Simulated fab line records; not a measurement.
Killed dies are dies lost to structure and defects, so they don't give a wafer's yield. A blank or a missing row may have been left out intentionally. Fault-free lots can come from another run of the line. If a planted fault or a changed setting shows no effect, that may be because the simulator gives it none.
Chamber matching | flow n5Finfet | N5_BEOL_M0_PRE_CLEAN_131 on cvdCo-02: 3 sister chambers
The step time 15 s. 3 wafers are shown with their chamber, then 12 later ones without.

## WAFERS PAIRED WITH THEIR CHAMBERS
wafer  | chamber | heaterPowerW (W)
L086.6 | 2       | 74
L087.4 | 0       | 98
L087.6 | 1       | 150

## WAFERS WHOSE CHAMBER IS MISSING
wafer  | heaterPowerW (W)
L091.1 | 76
L091.3 | 151
L091.6 | 97
L093.2 | 78
L093.4 | 151
L093.6 | 99
L094.1 | 98
L094.5 | 75
L094.6 | 96
L096.1 | 148
L096.2 | 98
L096.6 | 151

## WHICH CHAMBER EACH WENT THROUGH
wafer  | from the rows above | in truth
L091.1 | 2                   | 2
L091.3 | 1                   | 1
L091.6 | 0                   | 0
L093.2 | 2                   | 2
L093.4 | 1                   | 1
L093.6 | 0                   | 0
L094.1 | 0                   | 0
L094.5 | 2                   | 2
L094.6 | 0                   | 0
L096.1 | 1                   | 1
L096.2 | 0                   | 0
L096.6 | 1                   | 1
12 of 12 placed correctly. Left unplaced by these rows: 0. Wrongly placed: 0.
How it was worked out, from the rows above alone: a wafer's distance from a chamber is the root of the sum, over the readings, of the square of ((its reading less the chamber's mean) divided by the reading's scatter). If the next closest chamber is less than 2 further off than the closest, the wafer can't be placed; otherwise it belongs to the closest. A chamber's mean is the mean of its shown wafers. The scatter: with one shown wafer a chamber, the root of the mean of the squares of how far each hidden wafer lies from its nearest shown one.
